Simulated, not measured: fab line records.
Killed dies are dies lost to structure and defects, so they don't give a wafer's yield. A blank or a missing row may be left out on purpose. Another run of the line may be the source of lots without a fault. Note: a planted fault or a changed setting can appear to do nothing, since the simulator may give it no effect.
fab line records | flow n5Finfet
record: lots: 10 wafers: 30 lastDay: 17
route steps=1938 shown FIN_SAQP@141 PASSIVATION@1936
lots that met no fault: taken from a fault-free run of the same line
startH: hours from the record's opening day to when the first of the lot's shown wafers began | waitH: hours since the lot's step before | " unchanged from the row above | L1.1+2: a row that stands for several wafers | - no value, or no start was given | * or withheld: withheld | < > ~ a bound
route shown NAME@n: NAME is a module with steps in the file, n the number in the route of the first one | usual: average and standard deviation across the fault-free wafers | same: alike in all rows | chamber/n: place in a boat | sites: each site's reading | _std_site: standard deviation of those values | _edge_site: outer sites' mean less inner sites' | radiusMm: for every site, how far away it sits from the centre of the wafer | mask NAME#n: copy n | behind: tool/chamber where the wafer was last shaped | hold: cause of the lot's hold/its duration in hours/its outcome | device: whichever transistor did not switch (one of n, p or np) | end of line: the tests these same wafers got at the end of their route | where a step has no rows: the recipe by itself | killed: count of dies lost to structure and defects at first sort (not the wafer's yield) | map: a wafer's dies, x killed, . not, _ none there
set.NAME: the setting as run; set.NAME@STEP: as run at that earlier step | model.NAME: the simulator's own value behind a step, which no gauge read
route steps across a sampled set of lots; one table per step, one row per wafer
services: the hour from which a tool's chamber was out of use, counted from the record's first day as startH (under 0 if before that day), plus the number of hours and why
== steps ==
step: N5_FIN_SAQP_CD_MEAS_31
recipe: targetCdNm: 8 landingEnergyEv: 1000 detector: seInlens polarity: line
usual: cdNm: 8.15/0.23
columns lot.wafer tool chamber startH waitH cdNm
L876.1 cdSem-01 0 31.26 0.1 8.31
L876.4 " 0 " " 7.96
L876.5 " 0 " " 8.32
L882.4 cdSem-02 0 68.64 0.1 8.06
L882.5 " 0 " " 8.06
L882.6 " 0 " " 7.84
L885.1 cdSem-01 0 85.95 0.1 7.85
L885.2 " 0 " " 8.14
L885.3 " 0 " " 8.05
L887.2 cdSem-01 0 97.48 0.1 7.90
L887.3 " 0 " " 8.82
L887.5 " 0 " " 8.14
L888.2 cdSem-02 0 104.66 0.1 8.19
L888.3 " 0 " " 7.94
L888.6 " 0 " " 8.44
L891.2 cdSem-01 0 121.94 0.1 8.12
L891.5 " 0 " " 8.00
L891.6 " 0 " " 7.96
L895.1 cdSem-02 0 151.08 0.1 7.90
L895.2 " 0 " " 8.11
L895.6 " 0 " " 8.45
L896.1 cdSem-02 0 156.57 0.1 8.49
L896.2 " 0 " " 8.09
L896.4 " 0 " " 8.42
L897.2 cdSem-02 0 161.17 0.1 8.67
L897.4 " 0 " " 8.52
L897.5 " 0 " " 8.08
L898.1 cdSem-02 0 164.75 0.1 7.98
L898.2 " 0 " " 8.00
L898.5 " 0 " " 8.29
step: N5_FIN_SAQP_HM_OPEN_33
recipe: chemistry: CH3F/O2 target: SiNx maskMaterial: SiO2 targetDepthA: 494 timeS: 70.6 pressureMtorr: 30 sourceW: 395 biasW: 73 Ar_flow_sccm: 150 CH3F_flow_sccm: 30 O2_flow_sccm: 20 ionEnergyEv: 120 ends: cleared
usual: drypumpMotorCurrentA: 5.6/0.52 etchRfOnTimeS: 69.6/1.4 oes_o_777_au: 0.79/0.089 oesProductAu: 0.67/0.08 rfVppV: 296.1/2.7 showerheadPlenumPTorr: 2.00/0.045 throttleValvePct: 16.35/0.21
columns lot.wafer tool chamber startH waitH drypumpMotorCurrentA etchRfOnTimeS oes_o_777_au oesProductAu rfHoursCounterH rfVppV showerheadPlenumPTorr throttleValvePct
L876.1 rieDiel-06 3 31.30 0.0 5.0 69.8 0.76 0.65 170 292.1 1.99 16.43
L876.4 " 1 " " 5.3 71.4 0.69 0.59 223 298.6 2.06 16.66
L876.5 " 1 " " 5.3 72.3 0.69 0.59 - 300.1 2.06 16.68
L882.4 rieDiel-02 1 68.68 0.0 6.7 71.5 0.69 0.58 243 292.7 1.96 16.54
L882.5 " 0 " " 5.0 70.9 0.69 0.59 - 291.7 1.90 16.61
L882.6 " 1 " " 6.7 70.1 0.69 0.59 - 291.3 1.96 16.52
L885.1 rieDiel-06 1 86.00 0.0 5.3 69.4 0.68 0.58 243 297.5 2.05 16.73
L885.2 " 2 " " 6.0 69.0 0.91 0.78 8 296.5 1.97 16.20
L885.3 " 0 " " 5.8 66.8 0.74 0.63 171 294.5 1.99 16.31
L887.2 rieDiel-06 0 97.72 0.2 5.8 66.8 0.73 0.63 174 296.1 1.99 16.32
L887.3 " 2 " " 6.0 68.7 0.90 0.79 12 296.3 1.97 16.19
L887.5 " 1 " " 5.3 72.2 0.67 0.57 - 295.8 2.05 16.72
L888.2 rieDiel-04 0 104.81 0.1 6.2 67.9 0.87 0.76 29 303.4 2.05 15.84
L888.3 " 3 " " 5.5 68.3 0.80 0.70 85 300.5 2.03 16.30
L888.6 " 0 " " 6.3 68.9 0.87 0.76 - 302.7 2.05 15.82
L891.2 rieDiel-06 3 122.06 0.1 5.0 68.7 0.74 0.62 203 295.5 1.98 16.48
L891.5 " 0 " " 5.8 68.6 0.72 0.62 - 297.9 1.99 16.34
L891.6 " 3 " " 5.0 70.5 0.74 0.63 - 294.0 1.98 16.49
L895.1 rieDiel-06 0 151.15 0.1 5.8 69.3 0.72 0.61 194 296.3 1.99 16.34
L895.2 " 3 " " 5.0 70.1 0.73 0.62 214 294.1 1.98 16.52
L895.6 " 0 " " 5.8 69.9 0.72 0.61 - 294.0 1.99 16.36
L896.1 rieDiel-02 0 156.75 0.2 5.0 70.1 0.67 0.57 249 292.8 1.89 16.65
L896.2 " 2 " " 4.9 69.4 0.81 0.68 97 293.6 2.01 16.44
L896.4 " 1 " " 6.7 68.6 0.94 0.81 17 292.6 1.95 16.09
L897.2 rieDiel-04 1 161.21 0.0 5.5 69.6 0.73 0.61 193 295.4 1.98 16.44
L897.4 " 2 " " 5.2 66.3 0.91 0.79 37 298.3 2.04 16.05
L897.5 " 0 " " 6.2 68.4 0.84 0.73 - 301.2 2.04 15.86
L898.1 rieDiel-06 2 164.79 0.0 6.1 69.0 0.85 0.74 36 296.7 1.96 16.23
L898.2 " 1 " " 5.3 69.2 0.90 0.79 12 297.1 2.05 16.26
L898.5 " 3 " " 5.0 70.8 0.73 0.61 - 293.4 1.98 16.52
step: N5_FIN_SAQP_ETCH_64
recipe: chemistry: CF4 target: SiO2 targetDepthA: 15 ionEnergyEv: 350 pressureMtorr: 10 icpW: 800 biasW: 400 cf4FlowSccm: 80
usual: biasW: 400.2/1.3 drypumpMotorCurrentA: 5.7/0.48 oesProductAu: 1.010/0.019 throttleValvePct: 21.69/0.17
columns lot.wafer tool chamber startH waitH biasW drypumpMotorCurrentA oesProductAu rfHoursCounterH throttleValvePct
L876.1 rieSi-04 3 31.57 0.0 399.9 5.2 1.031 25 21.90
L876.4 " 2 " " 399.9 5.5 1.029 140 21.69
L876.5 " 1 " " 398.8 5.6 1.049 - 21.54
L882.4 rieSi-01 2 68.95 0.0 401.1 6.3 0.976 13 21.73
L882.5 " 0 " " 400.1 5.4 0.987 - 21.40
L882.6 " 1 " " 399.9 6.3 1.021 - 21.96
L885.1 rieSi-01 1 86.26 0.0 400.4 6.4 1.017 132 21.96
L885.2 " 0 " " 400.3 5.4 0.990 98 21.37
L885.3 " 2 " " 401.9 6.3 0.982 13 21.71
L887.2 rieSi-03 0 97.99 0.0 403.7 5.8 1.015 193 21.80
L887.3 " 3 " " 401.8 4.8 1.038 104 21.73
L887.5 " 0 " " 401.4 5.8 1.015 - 21.81
L888.2 rieSi-03 1 105.07 0.0 398.6 5.9 1.002 103 21.46
L888.3 " 0 " " 398.1 5.8 1.020 193 21.79
L888.6 " 3 " " 398.4 4.8 1.038 - 21.71
L891.2 rieSi-03 3 122.33 0.0 401.3 4.8 1.025 105 21.71
L891.5 " 2 " " 401.8 5.7 1.006 - 21.74
L891.6 " 3 " " 400.5 4.8 1.031 - 21.71
L895.1 rieSi-04 3 151.41 0.0 400.9 5.2 1.037 27 21.92
L895.2 " 2 " " 398.4 5.5 1.030 142 21.68
L895.6 " 1 " " 399.2 5.6 1.031 - 21.53
L896.1 rieSi-01 0 157.01 0.0 400.8 5.4 0.985 99 21.37
L896.2 " 1 " " 399.2 6.4 1.020 133 21.96
L896.4 " 3 " " 396.7 6.4 1.013 100 21.82
L897.2 rieSi-03 1 161.48 0.0 399.7 5.9 0.991 104 21.47
L897.4 " 3 " " 397.9 4.8 1.023 105 21.73
L897.5 " 3 " " 398.8 4.8 1.028 - 21.71
L898.1 rieSi-01 1 165.06 0.0 399.7 6.3 1.012 134 21.97
L898.2 " 3 " " 402.0 6.4 1.010 100 21.82
L898.5 " 1 " " 400.9 6.3 1.005 - 21.96
step: N5_FIN_SAQP_FIN_ETCH_36
recipe: chemistry: HBr/Cl2/O2 targetDepthA: 1200 maskMaterial: SiNx timeS: 50.4 biasW: 102 pressureMtorr: 10 icpW: 800 HBr_flow_sccm: 150 Cl2_flow_sccm: 80 O2_flow_sccm: 12
usual: biasW: 101.9/0.35 drypumpMotorCurrentA: 5.7/0.48 mfcCl2Sccm: 80.01/0.21 oes_o_777_au: 1.015/0.022 oesProductAu: 1.012/0.019 throttleValvePct: 35.92/0.24
columns lot.wafer tool chamber startH waitH biasW drypumpMotorCurrentA mfcCl2Sccm oes_o_777_au oesProductAu rfHoursCounterH throttleValvePct
L876.1 rieSi-04 3 31.59 0.0 102.3 5.2 80.18 1.041 1.031 25 36.19
L876.4 " 2 " " 101.6 5.6 80.16 1.064 1.026 140 35.79
L876.5 " 1 " " 101.4 5.6 80.07 1.034 1.038 - 35.72
L882.4 rieSi-01 2 68.97 0.0 71.8 6.3 80.01 0.996 0.940 13 36.15
L882.5 " 0 " " 102.6 5.4 80.11 1.001 0.982 - 35.51
L882.6 " 1 " " 101.8 6.3 80.04 1.022 1.023 - 36.30
L885.1 rieSi-01 1 86.28 0.0 102.2 6.3 80.14 1.023 1.018 132 36.30
L885.2 " 0 " " 102.0 5.4 80.07 1.000 0.992 98 35.50
L885.3 " 2 " " 72.3 6.3 80.28 0.983 0.929 13 36.19
L887.2 rieSi-03 0 98.01 0.0 102.2 5.8 80.02 1.001 1.002 193 36.03
L887.3 " 3 " " 101.6 4.8 80.15 1.007 1.033 104 35.94
L887.5 " 0 " " 102.0 5.8 80.12 1.008 1.021 - 36.01
L888.2 rieSi-03 1 105.09 0.0 102.2 5.9 80.13 0.982 1.015 103 35.54
L888.3 " 0 " " 101.8 5.8 79.99 1.008 1.009 193 36.04
L888.6 " 3 " " 102.2 4.8 79.98 1.021 1.031 - 35.93
L891.2 rieSi-03 3 122.35 0.0 101.6 4.8 80.21 1.020 1.024 105 35.96
L891.5 " 2 " " 102.2 5.8 80.25 1.025 0.995 - 36.02
L891.6 " 3 " " 101.4 4.8 80.18 1.015 1.033 - 35.91
L895.1 rieSi-04 3 151.43 0.0 101.9 5.2 79.53 1.044 1.019 27 36.21
L895.2 " 2 " " 102.0 5.6 80.16 1.062 1.017 142 35.79
L895.6 " 1 " " 102.1 5.6 79.92 1.033 1.031 - 35.73
L896.1 rieSi-01 0 157.03 0.0 102.3 5.4 79.94 0.996 0.980 99 35.52
L896.2 " 1 " " 102.0 6.4 79.90 1.029 1.024 133 36.31
L896.4 " 3 " " 101.6 6.4 79.74 0.995 1.017 100 36.09
L897.2 rieSi-03 1 161.50 0.0 102.2 5.9 79.82 0.990 0.988 104 35.54
L897.4 " 3 " " 102.4 4.8 80.09 1.015 1.037 105 35.92
L897.5 " 3 " " 102.4 4.8 79.96 1.018 1.028 - 35.94
L898.1 rieSi-01 1 165.08 0.0 102.1 6.3 79.86 1.022 1.012 134 36.32
L898.2 " 3 " " 102.6 6.4 80.08 0.993 1.012 100 36.11
L898.5 " 1 " " 102.0 6.3 79.95 1.016 1.026 - 36.29
step: N5_FIN_SAQP_OCD_MEAS_76
usual: trenchDepthNm: 120.4/1.3
columns lot.wafer tool chamber startH waitH trenchDepthNm
L876.1 ocd-01 - 31.81 0.0 121.5
L876.4 " - " " 121.6
L876.5 " - " " 123.1
L882.4 ocd-01 - 69.19 0.0 112.8
L882.5 " - " " 120.3
L882.6 " - " " 122.1
L885.1 ocd-02 - 86.57 0.0 122.0
L885.2 " - " " 119.7
L885.3 " - " " 111.8
L887.2 ocd-01 - 98.23 0.0 120.9
L887.3 " - " " 121.9
L887.5 " - " " 122.5
L888.2 ocd-02 - 105.31 0.0 119.5
L888.3 " - " " 120.2
L888.6 " - " " 120.2
L891.2 ocd-02 - 122.58 0.0 121.4
L891.5 " - " " 120.0
L891.6 " - " " 121.2
L895.1 ocd-02 - 151.65 0.0 121.2
L895.2 " - " " 120.9
L895.6 " - " " 121.6
L896.1 ocd-02 - 157.26 0.0 118.7
L896.2 " - " " 121.0
L896.4 " - " " 118.1
L897.2 ocd-01 - 161.72 0.0 118.7
L897.4 " - " " 121.3
L897.5 " - " " 121.6
L898.1 ocd-02 - 165.30 0.0 120.3
L898.2 " - " " 117.5
L898.5 " - " " 120.3
step: N5_PASSIVATION_PROBE_49
usual: killed_at_M0_to_M3: 33/8.9 killed_at_M4_up: 15/5.4 killedAtContacts: 13/5.8 killedAtFrontEnd: 39/9.9 killedAtOther: 3.2/2.9 killedDies: 102/15 killedOpen: 68/12 killedShort: 34/7.6
same: grossDies: 1180 killedAtBackSide: 0
columns lot.wafer tool chamber startH waitH killed_at_M0_to_M3 killed_at_M4_up killedAtContacts killedAtFrontEnd killedAtOther killedDies killedOpen killedShort
L887.2 prober-01 - 332.60 0.1 60 10 24 32 1 127 79 48
L885.1 prober-01 - 335.09 0.0 16 30 9 31 4 90 64 26
L885.2 prober-01 - 335.14 0.1 38 14 12 26 11 101 62 37
L885.3 prober-01 - 335.19 0.1 22 18 12 28 3 83 52 29
L888.2 prober-02 - 345.31 0.1 40 14 8 51 2 115 74 40
killed by level:class
L887.2 MOL_CONTACT_COAG:geometricParticle:open=18 BEOL_M0_SAQP:geometricParticle:open=17 BEOL_M0_SAQP:geometricParticle:short=13 BEOL_M2:geometricParticle:open=8 FIN_SAQP:geometricParticle:open=7 DUMMY_GATE:geometricParticle:open=7 BEOL_M3:geometricParticle:open=7 MOL_CONTACT_COAG:geometricParticle:short=6
L885.1 BEOL_M4:geometricParticle:open=15 STI_FIN_REVEAL:geometricParticle:open=9 MOL_CONTACT_COAG:geometricParticle:open=8 BEOL_M5:geometricParticle:open=5 DUMMY_GATE:geometricParticle:open=4 BEOL_M3:geometricParticle:open=4 STARTING-WAFER:geometricParticle:short=4 FIN_SAQP:geometricParticle:open=3
L885.2 BEOL_M0_SAQP:geometricParticle:open=10 BEOL_M4:geometricParticle:open=9 BEOL_M0_SAQP:geometricParticle:short=9 MOL_CONTACT_COAG:geometricParticle:open=9 STI_FIN_REVEAL:geometricParticle:open=7 BEOL_M3:geometricParticle:short=6 BEOL_M2:geometricParticle:open=5 FIN_SAQP:geometricParticle:open=4
L885.3 MOL_CONTACT_COAG:geometricParticle:open=12 BEOL_M0_SAQP:geometricParticle:short=8 FIN_SAQP:geometricParticle:open=6 BEOL_M0_SAQP:geometricParticle:open=6 ILD0:geometricParticle:short=4 STARTING-WAFER:geometricParticle:short=4 STI_FIN_REVEAL:geometricParticle:open=3 GATE_CUT:geometricParticle:short=3
L888.2 FIN_SAQP:geometricParticle:short=16 STI_FIN_REVEAL:geometricParticle:open=13 BEOL_M0_SAQP:geometricParticle:open=11 FIN_SAQP:geometricParticle:open=8 BEOL_M1:geometricParticle:open=8 BEOL_M3:geometricParticle:open=8 BEOL_M4:geometricParticle:open=8 MOL_CONTACT_COAG:geometricParticle:open=7
== services ==
columns tool chamber startH hours kind
rieDiel-04 0 8.46 - clean
rieDiel-04 0 8.46 - consumableReplace:focusRing
rieDiel-04 0 8.46 19.1 scheduledDown
rieDiel-04 0 8.46 19.1 ventCycle
rieDiel-02 - 21.43 1.6 repair
rieDiel-02 3 29.96 10.2 repair
rieSi-03 - 32.69 2.8 pm
rieDiel-06 2 42.32 - clean
rieDiel-06 2 42.32 - consumableReplace:focusRing
rieDiel-06 2 42.32 20.1 scheduledDown
rieDiel-06 2 42.32 20.1 ventCycle
rieSi-03 0 51.45 1.3 repair
rieSi-03 - 54.70 14.6 pm
rieSi-04 - 56.83 10.6 repair
rieDiel-06 - 60.80 0.3 repair
rieDiel-06 1 107.30 - clean
rieDiel-06 1 107.30 - consumableReplace:focusRing
rieDiel-06 1 107.30 20.1 scheduledDown
rieDiel-06 1 107.30 20.1 ventCycle
rieDiel-04 1 107.47 3.4 repair
rieDiel-06 - 153.59 1.2 repair
rieSi-03 0 162.76 - clean
rieSi-03 0 162.76 21.1 scheduledDown
rieSi-03 0 162.76 21.1 ventCycle
== key ==
firstSign: step: N5_FIN_SAQP_FIN_ETCH_36 reading: biasW direction: down sigmas: 86 usual: * struck: *
effect: step: N5_FIN_SAQP_FIN_ETCH_36 reading: oesProductAu direction: down sigmas: 4.1 usual: 1.012 struck: 0.935
effect: step: N5_FIN_SAQP_OCD_MEAS_76 reading: trenchDepthNm direction: down sigmas: 6.4 usual: 120.4 struck: 112.3
metAt N5_FIN_SAQP_FIN_ETCH_36
struckLots L882,L885
struckWafers L882.4,L885.3
testerLeftOut L882,L885
notActingAt N5_FIN_SAQP_CD_MEAS_31,N5_FIN_SAQP_HM_OPEN_33,N5_FIN_SAQP_ETCH_64
fault: kind: processParameterDrift tool: rieSi-01 chamber: 2 onsetH: 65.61 steps: N5_FIN_SAQP_FIN_ETCH_36 channel: biasW offset: * shape: step endH: 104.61 actsIn: * stated: *
testerLeftOut: of these lots the tester's yield and bins aren't shown, on N5 and GAA mostly nor the transistor test; their killed dies are dies lost to structure and defects alone, not to doping, threshold or leakage, so they don't give the yield
